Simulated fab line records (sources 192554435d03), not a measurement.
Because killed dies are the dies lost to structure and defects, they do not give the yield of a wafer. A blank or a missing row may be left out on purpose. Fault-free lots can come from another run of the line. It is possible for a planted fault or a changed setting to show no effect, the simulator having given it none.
What tool caused it? :: flow n5-finfet :: Sampling: 10 lots, 28 wafers, 5 of 1938 route steps

## WHAT THE GAUGES READ, wafer by wafer
N5_DUMMY_GATE_INSPECT_17: inspects for defects (brightfield). Usual: raw-defect-count reads 211 (standard deviation 59).
lot: L632
measured: day 3 03:36
on: defect-inspect-01
raw-defect-count: 151 182 210
flag: 

lot: L634
measured: day 3 15:52
on: defect-inspect-01
raw-defect-count: 192 225 120
flag: 

lot: L637
measured: day 4 11:51
on: defect-inspect-02
raw-defect-count: 250 137 175
flag: 

lot: L638
measured: day 4 17:04
on: defect-inspect-02
raw-defect-count: 210 153 229
flag: 

lot: L643
measured: day 5 21:44
on: defect-inspect-01
raw-defect-count: 184 101
flag: 

lot: L645
measured: day 6 10:41
on: defect-inspect-01
raw-defect-count: 131 148
flag: 

lot: L649
measured: day 7 09:23
on: defect-inspect-02
raw-defect-count: 236 254 224
flag: 

lot: L650
measured: day 7 16:21
on: defect-inspect-01
raw-defect-count: 228 211 212
flag: 

lot: L651
measured: day 7 21:35
on: defect-inspect-02
raw-defect-count: 251 132 284
flag: 

lot: L652
measured: day 8 05:40
on: defect-inspect-02
raw-defect-count: 219 225 194
flag: 

N5_DUMMY_GATE_CD_MEAS_24: target cd 15 nm. Usual: cd-nm reads 15.0 nm (standard deviation 0.31).
lot: L632
measured: day 3 04:37
on: cd-sem-03
cd-nm (nm): 14.6 14.9 14.7
flag: 

lot: L634
measured: day 3 17:25
on: cd-sem-01
cd-nm (nm): 15.0 14.9 15.4
flag: 

lot: L637
measured: day 4 13:23
on: cd-sem-03
cd-nm (nm): 14.8 14.4 15.0
flag: 

lot: L638
measured: day 4 18:01
on: cd-sem-03
cd-nm (nm): 15.0 14.8 14.9
flag: 

lot: L643
measured: day 5 22:53
on: cd-sem-03
cd-nm (nm): 15.0 15.4
flag: 

lot: L645
measured: day 6 12:01
on: cd-sem-02
cd-nm (nm): 15.5 14.7
flag: 

lot: L649
measured: day 7 10:35
on: cd-sem-01
cd-nm (nm): 14.9 14.8 14.7
flag: 

lot: L650
measured: day 7 17:23
on: cd-sem-02
cd-nm (nm): 15.0 15.3 15.1
flag: 

lot: L651
measured: day 7 22:29
on: cd-sem-01
cd-nm (nm): 14.8 15.1 14.7
flag: 

lot: L652
measured: day 8 06:42
on: cd-sem-03
cd-nm (nm): 15.3 15.5 15.3
flag: 

N5_BEOL_M4_RC_MEAS_101. Usual: DIBL_N 36.4 mV/V, standard deviation 1.5; DIBL_P 36.4 mV/V, standard deviation 1.6; IOFF_N 0.164 nA/um, standard deviation 0.025; IOFF_P 0.214 nA/um, standard deviation 0.028; ION_N 675 uA/um, standard deviation 9.9; ION_P 463 uA/um, standard deviation 6.5; SS_N 71.5 mV/dec, standard deviation 0.5; SS_P 73.3 mV/dec, standard deviation 0.56; VT_N 249.2 mV, standard deviation 2.7; VT_P -250.1 mV, standard deviation 2.8.
lot: L632
measured: day 8 09:56
on: prober-01
DIBL_N (mV/V): 37.4 38.5 36.1
DIBL_P (mV/V): 35.4 37.0 33.7
IOFF_N (nA/um): 0.145 0.171 0.129
IOFF_P (nA/um): 0.213 0.250 0.190
ION_N (uA/um): 671 678 659
ION_P (uA/um): 465 470 459
SS_N (mV/dec): 70.9 71.7 71.3
SS_P (mV/dec): 73.9 74.0 73.2
VT_N (mV): 251.9 249.3 254.3
VT_P (mV): -249.3 -245.5 -250.1
flag: 

lot: L634
measured: day 8 15:07
on: prober-01
DIBL_N (mV/V): 36.4 34.1 35.7
DIBL_P (mV/V): 36.9 34.1 35.4
IOFF_N (nA/um): 0.153 0.111 0.134
IOFF_P (nA/um): 0.173 0.145 0.160
ION_N (uA/um): 671 657 656
ION_P (uA/um): 455 440 447
SS_N (mV/dec): 71.8 70.8 71.7
SS_P (mV/dec): 73.3 72.7 73.6
VT_N (mV): 248.6 256.2 252.8
VT_P (mV): -253.4 -257.7 -254.4
flag: 

lot: L637
measured: day 9 12:56
on: prober-01
DIBL_N (mV/V): 37.0 37.1 35.8
DIBL_P (mV/V): 38.9 39.1 37.2
IOFF_N (nA/um): 0.179 0.171 0.159
IOFF_P (nA/um): 0.242 0.249 0.212
ION_N (uA/um): 677 676 677
ION_P (uA/um): 462 464 466
SS_N (mV/dec): 72.6 72.4 71.5
SS_P (mV/dec): 72.9 73.9 73.1
VT_N (mV): 247.9 250.5 251.4
VT_P (mV): -251.3 -248.7 -248.6
flag: 

lot: L638
measured: day 9 22:43
on: prober-01
DIBL_N (mV/V): 38.0 39.0 38.1
DIBL_P (mV/V): 38.1 39.0 37.9
IOFF_N (nA/um): 0.188 0.219 0.191
IOFF_P (nA/um): 0.232 0.242 0.228
ION_N (uA/um): 679 694 688
ION_P (uA/um): 458 469 466
SS_N (mV/dec): 71.8 72.1 71.2
SS_P (mV/dec): 73.6 73.2 74.3
VT_N (mV): 246.1 242.9 244.9
VT_P (mV): -248.4 -249.2 -249.0
flag: 

lot: L643
measured: day 11 01:11
on: prober-01
DIBL_N (mV/V): 35.2 33.9
DIBL_P (mV/V): 35.1 34.3
IOFF_N (nA/um): 0.135 0.121
IOFF_P (nA/um): 0.173 0.169
ION_N (uA/um): 667 661
ION_P (uA/um): 455 455
SS_N (mV/dec): 70.8 70.4
SS_P (mV/dec): 72.4 73.0
VT_N (mV): 254.8 255.1
VT_P (mV): -255.0 -252.1
flag: 

lot: L645
measured: day 11 03:19
on: prober-01
DIBL_N (mV/V): 37.3 37.9
DIBL_P (mV/V): 38.2 38.8
IOFF_N (nA/um): 0.183 0.203
IOFF_P (nA/um): 0.240 0.244
ION_N (uA/um): 676 679
ION_P (uA/um): 466 458
SS_N (mV/dec): 71.6 72.0
SS_P (mV/dec): 73.3 73.5
VT_N (mV): 248.2 248.6
VT_P (mV): -251.5 -246.8
flag: 

lot: L649
measured: day 12 12:46
on: prober-02
DIBL_N (mV/V): 36.6 37.7 36.6
DIBL_P (mV/V): 36.1 37.9 36.4
IOFF_N (nA/um): 0.169 0.189 0.160
IOFF_P (nA/um): 0.222 0.250 0.222
ION_N (uA/um): 680 681 669
ION_P (uA/um): 464 469 469
SS_N (mV/dec): 72.2 71.9 72.1
SS_P (mV/dec): 74.0 73.8 74.0
VT_N (mV): 246.4 244.4 248.8
VT_P (mV): -247.6 -248.1 -249.1
flag: 

lot: L650
measured: day 12 10:05
on: prober-02
DIBL_N (mV/V): 35.5 33.9 33.8
DIBL_P (mV/V): 36.2 34.6 34.8
IOFF_N (nA/um): 0.152 0.122 0.130
IOFF_P (nA/um): 0.214 0.175 0.185
ION_N (uA/um): 684 674 661
ION_P (uA/um): 466 464 457
SS_N (mV/dec): 71.0 70.9 71.7
SS_P (mV/dec): 73.3 73.0 72.7
VT_N (mV): 251.5 252.6 251.3
VT_P (mV): -250.4 -253.9 -253.2
flag: 

lot: L651
measured: day 13 00:23
on: prober-01
DIBL_N (mV/V): 37.0 36.1 36.7
DIBL_P (mV/V): 37.4 36.9 37.4
IOFF_N (nA/um): 0.161 0.150 0.152
IOFF_P (nA/um): 0.218 0.207 0.208
ION_N (uA/um): 674 677 669
ION_P (uA/um): 463 464 464
SS_N (mV/dec): 71.5 72.0 71.9
SS_P (mV/dec): 73.1 72.8 73.1
VT_N (mV): 247.9 247.4 248.8
VT_P (mV): -252.6 -249.7 -250.3
flag: 

lot: L652
measured: day 13 03:38
on: prober-02
DIBL_N (mV/V): 35.1 34.7 35.5
DIBL_P (mV/V): 34.9 34.4 35.5
IOFF_N (nA/um): 0.159 0.146 0.157
IOFF_P (nA/um): 0.175 0.169 0.187
ION_N (uA/um): 681 674 667
ION_P (uA/um): 458 457 455
SS_N (mV/dec): 71.7 71.1 71.8
SS_P (mV/dec): 73.1 73.1 72.9
VT_N (mV): 250.2 249.3 249.2
VT_P (mV): -254.8 -252.5 -254.0
flag: 

## WHAT TOOL EACH LOT RAN ON (gives the tool, then ch and the chambers of the sampled wafers, and finally the start)
lot: L632
N5_DUMMY_GATE_HM_OPEN_21: rie-diel-03 ch 0,2,3, day 3 04:16
N5_DUMMY_GATE_ETCH_23: rie-si-02 ch 1,2,3, day 3 04:28

lot: L634
N5_DUMMY_GATE_HM_OPEN_21: rie-diel-06 ch 0,1, day 3 17:03
N5_DUMMY_GATE_ETCH_23: rie-si-05 ch 2,3, day 3 17:14

lot: L637
N5_DUMMY_GATE_HM_OPEN_21: rie-diel-05 ch 1,2,3, day 4 13:02
N5_DUMMY_GATE_ETCH_23: rie-si-05 ch 1,2,3, day 4 13:13

lot: L638
N5_DUMMY_GATE_HM_OPEN_21: rie-diel-06 ch 2,3, day 4 17:38
N5_DUMMY_GATE_ETCH_23: rie-si-05 ch 0,1,3, day 4 17:50

lot: L643
N5_DUMMY_GATE_HM_OPEN_21: rie-diel-03 ch 2,3, day 5 22:31
N5_DUMMY_GATE_ETCH_23: rie-si-05 ch 2,3, day 5 22:43

lot: L645
N5_DUMMY_GATE_HM_OPEN_21: rie-diel-05 ch 1,2, day 6 11:40
N5_DUMMY_GATE_ETCH_23: rie-si-05 ch 1,3, day 6 11:52

lot: L649
N5_DUMMY_GATE_HM_OPEN_21: rie-diel-06 ch 1,2, day 7 10:13
N5_DUMMY_GATE_ETCH_23: rie-si-06 ch 0,1,2, day 7 10:25

lot: L650
N5_DUMMY_GATE_HM_OPEN_21: rie-diel-03 ch 0,3, day 7 17:02
N5_DUMMY_GATE_ETCH_23: rie-si-06 ch 2,3, day 7 17:14

lot: L651
N5_DUMMY_GATE_HM_OPEN_21: rie-diel-03 ch 0,1,3, day 7 22:07
N5_DUMMY_GATE_ETCH_23: rie-si-02 ch 0,1,2, day 7 22:19

lot: L652
N5_DUMMY_GATE_HM_OPEN_21: rie-diel-05 ch 0,3, day 8 06:20
N5_DUMMY_GATE_ETCH_23: rie-si-06 ch 1,2, day 8 06:32
- N5_DUMMY_GATE_HM_OPEN_21: chemistry CH3F/O2, target SiNx, target depth 120 nm, time 171.4 s.
- N5_DUMMY_GATE_ETCH_23: etches poly-Si in HBr/Cl2/O2, target depth 41 nm, time 22.3 s.

## WHAT THE TOOLS THEMSELVES READ (means of the sampled wafers that have a number; where no wafer has one, the mark that the record gives instead)
N5_DUMMY_GATE_HM_OPEN_21. Usual: CH3F_flow_sccm 30.01 sccm, standard deviation 0.086; drypump-motor-current-A 5.5 A, standard deviation 0.4; mfc-ar-sccm 150.0 sccm, standard deviation 0.43; oes-product-au 0.77 a.u., standard deviation 0.074; rf-fwd-power-W 393.7 W, standard deviation 1.2; rf-vpp-V 299 V, standard deviation 3.1; showerhead-plenum-p-Torr 2.02 Torr, standard deviation 0.065; throttle-valve-pct 16.51 %, standard deviation 0.22.
lot: L632
tool: rie-diel-03
CH3F_flow_sccm (sccm): 30.03
drypump-motor-current-A (A): 5.1
mfc-ar-sccm (sccm): 150.2
oes-product-au (a.u.): 0.78
rf-fwd-power-W (W): 393.3
rf-vpp-V (V): 301
showerhead-plenum-p-Torr (Torr): 2.05
throttle-valve-pct (%): 16.35
flag: 

lot: L634
tool: rie-diel-06
CH3F_flow_sccm (sccm): 30.01
drypump-motor-current-A (A): 5.4
mfc-ar-sccm (sccm): 149.9
oes-product-au (a.u.): 0.88
rf-fwd-power-W (W): 393.0
rf-vpp-V (V): 301
showerhead-plenum-p-Torr (Torr): 2.03
throttle-valve-pct (%): 16.49
flag: 

lot: L637
tool: rie-diel-05
CH3F_flow_sccm (sccm): 30.06
drypump-motor-current-A (A): 5.7
mfc-ar-sccm (sccm): 150.5
oes-product-au (a.u.): 0.72
rf-fwd-power-W (W): 393.7
rf-vpp-V (V): 300
showerhead-plenum-p-Torr (Torr): 2.01
throttle-valve-pct (%): 16.67
flag: 

lot: L638
tool: rie-diel-06
CH3F_flow_sccm (sccm): 29.99
drypump-motor-current-A (A): 6.0
mfc-ar-sccm (sccm): 149.4
oes-product-au (a.u.): 0.84
rf-fwd-power-W (W): 393.6
rf-vpp-V (V): 301
showerhead-plenum-p-Torr (Torr): 1.99
throttle-valve-pct (%): 16.56
flag: 

lot: L643
tool: rie-diel-03
CH3F_flow_sccm (sccm): 29.96
drypump-motor-current-A (A): 4.9
mfc-ar-sccm (sccm): 149.9
oes-product-au (a.u.): 0.78
rf-fwd-power-W (W): 392.9
rf-vpp-V (V): 296
showerhead-plenum-p-Torr (Torr): 2.02
throttle-valve-pct (%): 16.34
flag: 

lot: L645
tool: rie-diel-05
CH3F_flow_sccm (sccm): 29.93
drypump-motor-current-A (A): 5.8
mfc-ar-sccm (sccm): 150.2
oes-product-au (a.u.): 0.69
rf-fwd-power-W (W): 392.4
rf-vpp-V (V): 299
showerhead-plenum-p-Torr (Torr): 1.96
throttle-valve-pct (%): 16.80
flag: 

lot: L649
tool: rie-diel-06
CH3F_flow_sccm (sccm): 30.17
drypump-motor-current-A (A): 5.6
mfc-ar-sccm (sccm): 149.5
oes-product-au (a.u.): 0.79
rf-fwd-power-W (W): 393.5
rf-vpp-V (V): 301
showerhead-plenum-p-Torr (Torr): 1.98
throttle-valve-pct (%): 16.66
flag: 

lot: L650
tool: rie-diel-03
CH3F_flow_sccm (sccm): 29.97
drypump-motor-current-A (A): 5.2
mfc-ar-sccm (sccm): 149.9
oes-product-au (a.u.): 0.80
rf-fwd-power-W (W): 395.2
rf-vpp-V (V): 299
showerhead-plenum-p-Torr (Torr): 2.06
throttle-valve-pct (%): 16.37
flag: 

lot: L651
tool: rie-diel-03
CH3F_flow_sccm (sccm): 30.04
drypump-motor-current-A (A): 5.2
mfc-ar-sccm (sccm): 150.1
oes-product-au (a.u.): 0.75
rf-fwd-power-W (W): 394.6
rf-vpp-V (V): 299
showerhead-plenum-p-Torr (Torr): 2.07
throttle-valve-pct (%): 16.44
flag: 

lot: L652
tool: rie-diel-05
CH3F_flow_sccm (sccm): 29.93
drypump-motor-current-A (A): 5.4
mfc-ar-sccm (sccm): 150.3
oes-product-au (a.u.): 0.74
rf-fwd-power-W (W): 393.1
rf-vpp-V (V): 298
showerhead-plenum-p-Torr (Torr): 2.08
throttle-valve-pct (%): 16.41
flag: 

N5_DUMMY_GATE_ETCH_23. Usual: drypump-motor-current-A 5.5 A, standard deviation 0.44; mfc-cl2-sccm 80.01 sccm, standard deviation 0.24; oes-product-au 1.004 a.u., standard deviation 0.019; rf-fwd-power-W 793.5 W, standard deviation 2.9; throttle-valve-pct 37.14 %, standard deviation 0.19.
lot: L632
tool: rie-si-02
drypump-motor-current-A (A): 5.7
mfc-cl2-sccm (sccm): 79.90
oes-product-au (a.u.): 1.003
rf-fwd-power-W (W): 793.3
throttle-valve-pct (%): 36.97
flag: 

lot: L634
tool: rie-si-05
drypump-motor-current-A (A): 5.8
mfc-cl2-sccm (sccm): 80.00
oes-product-au (a.u.): 1.007
rf-fwd-power-W (W): 796.6
throttle-valve-pct (%): 37.24
flag: 

lot: L637
tool: rie-si-05
drypump-motor-current-A (A): 5.5
mfc-cl2-sccm (sccm): 79.98
oes-product-au (a.u.): 1.021
rf-fwd-power-W (W): 792.5
throttle-valve-pct (%): 37.16
flag: 

lot: L638
tool: rie-si-05
drypump-motor-current-A (A): 5.2
mfc-cl2-sccm (sccm): 80.10
oes-product-au (a.u.): 1.019
rf-fwd-power-W (W): 793.7
throttle-valve-pct (%): 37.12
flag: 

lot: L643
tool: rie-si-05
drypump-motor-current-A (A): 5.8
mfc-cl2-sccm (sccm): 79.94
oes-product-au (a.u.): 0.881
rf-fwd-power-W (W): 795.5
throttle-valve-pct (%): 37.16
flag: OFF

lot: L645
tool: rie-si-05
drypump-motor-current-A (A): 5.3
mfc-cl2-sccm (sccm): 79.94
oes-product-au (a.u.): 0.888
rf-fwd-power-W (W): 788.9
throttle-valve-pct (%): 37.02
flag: OFF

lot: L649
tool: rie-si-06
drypump-motor-current-A (A): 5.4
mfc-cl2-sccm (sccm): 80.30
oes-product-au (a.u.): 0.997
rf-fwd-power-W (W): 791.8
throttle-valve-pct (%): 37.16
flag: 

lot: L650
tool: rie-si-06
drypump-motor-current-A (A): 5.7
mfc-cl2-sccm (sccm): 79.89
oes-product-au (a.u.): 1.012
rf-fwd-power-W (W): 794.3
throttle-valve-pct (%): 37.08
flag: 

lot: L651
tool: rie-si-02
drypump-motor-current-A (A): 5.7
mfc-cl2-sccm (sccm): 79.91
oes-product-au (a.u.): 0.994
rf-fwd-power-W (W): 795.3
throttle-valve-pct (%): 37.04
flag: 

lot: L652
tool: rie-si-06
drypump-motor-current-A (A): 5.4
mfc-cl2-sccm (sccm): 80.02
oes-product-au (a.u.): 0.976
rf-fwd-power-W (W): 789.9
throttle-valve-pct (%): 37.25
flag: 

## THE ANSWER, worked out from the rows above alone
Rule: lot off if the mean of its wafers having a number is beyond 3 standard deviations from the usual mean. Also off: a lot with no number at a reading for which 4 or more lots have one. All remaining lots with rows at the step are treated as sound. Order of review: gauges by route order, followed by the tools' own readings, for which a lot's mean as printed above is used. At the first step where some lot is off, the reading lying furthest off is the one used; lots without a number count as furthest.
Off at N5_DUMMY_GATE_ETCH_23 (oes-product-au): L643, L645.
A tool fits if, at that step or a process step before it, it ran every lot that is off, and no sound lot after the first of them. One fits: rie-si-05 at N5_DUMMY_GATE_ETCH_23. Its last sound lot is L638 (day 4 17:50), its first lot that is off L643 (day 5 22:43): a fault that began between those two fits.
On the lots that are off, the tool's own readings at N5_DUMMY_GATE_ETCH_23 differ by more than 5 times the standard deviation of the sound lots' means, which bears it out; oes-product-au reads 0.885 a.u. there versus 1.004 a.u. on the sound lots.

## WHAT THE SIMULATOR HAD INSERTED
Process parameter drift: rie-si-05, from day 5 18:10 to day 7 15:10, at N5_DUMMY_GATE_ETCH_23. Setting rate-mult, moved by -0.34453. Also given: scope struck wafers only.
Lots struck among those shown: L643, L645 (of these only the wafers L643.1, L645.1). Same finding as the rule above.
